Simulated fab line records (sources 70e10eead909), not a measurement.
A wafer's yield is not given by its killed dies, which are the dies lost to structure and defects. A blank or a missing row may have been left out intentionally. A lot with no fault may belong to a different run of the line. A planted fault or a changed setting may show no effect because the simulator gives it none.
A struck lot beside a sound one :: flow nand_harc :: 18 out of 1159 route steps
Sound: these wafers, L324.2, L324.3, L324.6. Struck: wafers L332.1, L332.4, L332.5. Last of all comes the cause.
At each step with rows: each side's tool, then ch and its chambers, then its first start. Under that, the readings that differ: sound wafers :: struck wafers :: difference of the means :: sigmas: that difference in standard deviations of wafers without a fault.
alike: a reading whose means differ by less than 2 such deviations, as well as words and numbers matching on both sides. not compared: withheld readings; readings where some wafer has no value; bounds like >300 that might hide an equal value; numbers whose values overlap and for which the record gives no deviation.
The two part at a step that has a row with sigmas, a row that says differs or no value, or rows on one side only. Numbers that have no deviation but don't overlap get no sigmas and don't part them. A reading that every wafer of one side lacks parts them only if that side has two wafers or more.

NHARC_P_ZERO_WELL_CD_MEAS_11: target cd 500 nm.
  sound on cd_sem-02 ch 0, day 1 13:14; struck on cd_sem-01 ch 0, day 3 13:20
  alike: cd_nm
then, 1 step without rows for these wafers: NHARC_P_ZERO_WELL_HARDBAKE_12 (time 65 s).
NHARC_P_ZERO_WELL_DESCUM_13: chemistry O2, time 3 s.
  sound on rie_diel-05 ch 1,3, day 1 13:24; struck on rie_diel-10 ch 0,2, day 3 13:29
  alike: drypump_motor_current_A, oes_product_au, rf_vpp_V, showerhead_plenum_p_Torr, throttle_valve_pct
  not compared: rf_hours_counter_h
NHARC_P_ZERO_WELL_ETCH_65: etches the open film in N2/H2, target depth 80 nm, overetch 24 nm, time 87.88 s.
  sound on rie_diel-05 ch 0,2,3, day 1 13:29; struck on rie_diel-10 ch 0,1,3, day 3 13:35
  alike: drypump_motor_current_A, h2_flow_sccm, oes_product_au, rf_vpp_V, showerhead_plenum_p_Torr, throttle_valve_pct
  not compared: rf_hours_counter_h
NHARC_P_ZERO_WELL_ETCH_62: etches the open film in CHF3/Ar, target depth 13 nm, time 6.5 s.
  sound on rie_diel-05 ch 0,2,3; struck on rie_diel-10 ch 0,2,3
  alike: drypump_motor_current_A, oes_product_au, rf_vpp_V, showerhead_plenum_p_Torr, throttle_valve_pct
  not compared: rf_hours_counter_h
NHARC_P_ZERO_WELL_ETCH_63: etches the open film in HBr/Cl2, target depth 120 nm, time 40.1 s.
  sound on rie_si-05 ch 0,1, day 1 13:40; struck on rie_si-03 ch 2,3, day 3 13:44
reading: drypump_motor_current_A (A)
sound: 6.6 6.8 6.8
struck: 5.5 4.9 5.5
difference: -1.4
sigmas: -2
  alike: he_backside_leak_sccm, oes_product_au, throttle_valve_pct
  not compared: rf_hours_counter_h
then, 6 steps without rows for these wafers: NHARC_P_ZERO_WELL_STRIP_15 (strips in SPM, time 900 s); NHARC_P_ZERO_WELL_DEHYDRATE_16 (time 120 s); NHARC_P_ZERO_WELL_HMDS_17 (time 30 s); NHARC_P_ZERO_WELL_COAT_18; NHARC_P_ZERO_WELL_SOFTBAKE_19 (time 95 s); NHARC_P_ZERO_WELL_EBR_20.
NHARC_P_ZERO_WELL_EXPOSE_21: exposes mask P NWELL, target cd 720 nm.
  sound on krf_scanner-04 ch 0, day 1 14:19; struck on krf_scanner-04 ch 0, day 3 14:31
reading: mask
sound: P_NWELL#0 P_NWELL#0 P_NWELL#0
struck: P_HVPW#0 P_HVPW#0 P_HVPW#0
difference: differs
sigmas: 
  alike: reticle_temp_C
then, 2 steps without rows for these wafers: NHARC_P_ZERO_WELL_PEB_22 (peb time 85 s); NHARC_P_ZERO_WELL_DEVELOP_23 (time 70 s).
NHARC_P_ZERO_WELL_CD_MEAS_24: target cd 720 nm.
  sound on cd_sem-03 ch 0, day 1 14:28; struck on cd_sem-02 ch 0, day 3 14:41
reading: cd_nm (nm)
sound: 720.5 720.9 720.7
struck: - - -
difference: no value on the struck wafers
sigmas: 
then, 1 step without rows for these wafers: NHARC_P_ZERO_WELL_HARDBAKE_25 (time 80 s).
-- the record jumps here: 17 days lie between the struck wafers' starts before and after (it left off in module P_ZERO_WELL and takes up again in module END, whose first step shown is number 1159 of the route) --
NHARC_END_SORT_01:
  here the record holds rows for the struck wafers (prober-01 ch 0, day 21 02:13) but none for the sound ones

## WHERE THEY PART
First at NHARC_P_ZERO_WELL_ETCH_63; last, within this record, at NHARC_END_SORT_01.

WHY: what had been put in by the simulator
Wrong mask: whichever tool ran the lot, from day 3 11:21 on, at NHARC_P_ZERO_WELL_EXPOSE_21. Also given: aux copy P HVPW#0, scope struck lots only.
